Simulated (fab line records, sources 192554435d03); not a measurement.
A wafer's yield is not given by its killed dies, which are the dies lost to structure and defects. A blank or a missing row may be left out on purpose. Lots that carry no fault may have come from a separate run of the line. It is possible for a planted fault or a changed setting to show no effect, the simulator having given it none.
A lot that was struck, set against a sound lot | flow n5Finfet | 16 steps out of a route of 1938
Sound: wafers L855.1, L855.2, L855.5. Struck: wafers L847.2, L847.4, L847.5. The cause comes at the end.
Each step with rows lists, per side, the tool, then ch with its chambers, then its first start. Under that, the readings that differ: sound wafers | struck wafers | difference of the means | sigmas: that difference in standard deviations of wafers without a fault.
alike: a reading whose means differ by less than 2 such deviations, as well as words and numbers matching on both sides. not compared: withheld readings; readings where some wafer has no value; bounds like >300 that might hide an equal value; numbers whose values overlap and for which the record gives no deviation.
Wherever a step has rows on one side only, a row that says differs or no value, or a row with sigmas, the two part there. Numbers that have no deviation but don't overlap get no sigmas and don't part them. A reading missing from all wafers of one side parts the sides only when that side holds two or more wafers.

first, 4 steps without rows for these wafers: N5_BEOL_M4_SPUTTER_79 (material Cu, target thk 4.5 nm, time 8.29 s); N5_BEOL_M4_ANNEAL_80 (time 240 s); N5_BEOL_M4_SPUTTER_81 (material Cu, target thk 4.5 nm, time 8.29 s); N5_BEOL_M4_ANNEAL_82 (time 240 s).
N5_BEOL_M4_SPUTTER_86: material Cu, target thk 4.5 nm, time 8.29 s.
  sound on pvdSputter-03, day 12 04:33; struck on pvdSputter-02, day 10 01:14
  alike: chamberPressurePa, chuckGasFlowSccm, throttleValvePct
N5_BEOL_M4_ANNEAL_87: time 240 s.
  sound on pvdSputter-03, day 12 04:38; struck on pvdSputter-02, day 10 01:19
  alike: heaterPowerW
N5_BEOL_M4_SPUTTER_88: material Cu, target thk 4.5 nm, time 8.29 s.
  sound on pvdSputter-03, day 12 04:46; struck on pvdSputter-02, day 10 01:28
  alike: chamberPressurePa, chuckGasFlowSccm, throttleValvePct
then, 2 steps without rows for these wafers: N5_BEOL_M4_ANNEAL_89 (time 240 s); N5_BEOL_M4_SPUTTER_90 (material Cu, target thk 4.5 nm, time 8.29 s).
N5_BEOL_M4_ANNEAL_91: time 240 s.
  sound on pvdSputter-03, day 12 05:04; struck on pvdSputter-02, day 10 01:46
  alike: heaterPowerW
N5_BEOL_M4_SPUTTER_92: material Cu, target thk 4.5 nm, time 8.29 s.
  sound on pvdSputter-03, day 12 05:13; struck on pvdSputter-02, day 10 01:54
  alike: chamberPressurePa, chuckGasFlowSccm, throttleValvePct
then, 1 step without rows for these wafers: N5_BEOL_M4_ANNEAL_93 (time 240 s).
N5_BEOL_M4_SPUTTER_94: material Cu, target thk 4.5 nm, time 8.29 s.
  sound on pvdSputter-03, day 12 05:26; struck on pvdSputter-02, day 10 02:07
  no value came back on the struck wafers for chamberPressurePa (Pa), chuckGasFlowSccm (sccm), throttleValvePct (%); on the sound wafers chamberPressurePa (Pa) reads 0.07004 0.07007 0.07035
then, 1 step without rows for these wafers: N5_BEOL_M4_ANNEAL_95 (time 240 s).
N5_BEOL_M4_RC_MEAS_101:
  sound on prober-02 ch 0, day 12 07:00; struck on prober-02 ch 0, day 10 03:48
reading       | sound       | struck      | difference | sigmas
ION_P (uA/um) | 485 473 473 | 459 455 455 | -21        | -2
  alike: DIBL_N, DIBL_P, IOFF_N, IOFF_P, ION_N, SS_N, SS_P, VT_N, VT_P
-- the record jumps here: 4 days lie between the struck wafers' starts before and after (it left off in module BEOL_M4 and takes up again in module PASSIVATION, whose first step shown is number 1936 of the route) --
N5_PASSIVATION_PROBE_49:
  sound on prober-01, day 16 09:22; struck on prober-02, day 14 07:54
  alike: defectLimitedYield, killed_at_M0_to_M3, killed_at_M4_up, killedAtContacts, killedAtFrontEnd, killedAtOther, killedDies, killedOnRim, killedOpen, killedShort, sort_bin_5_function, sort_bin_6_memory, sortNPass, sortYieldPct

WHERE THEY PART
Last at N5_BEOL_M4_RC_MEAS_101 as far as this record goes, first at N5_BEOL_M4_SPUTTER_94. Later steps at which nothing parts them and some readings are alike: N5_PASSIVATION_PROBE_49.

WHY: what the simulator had put in
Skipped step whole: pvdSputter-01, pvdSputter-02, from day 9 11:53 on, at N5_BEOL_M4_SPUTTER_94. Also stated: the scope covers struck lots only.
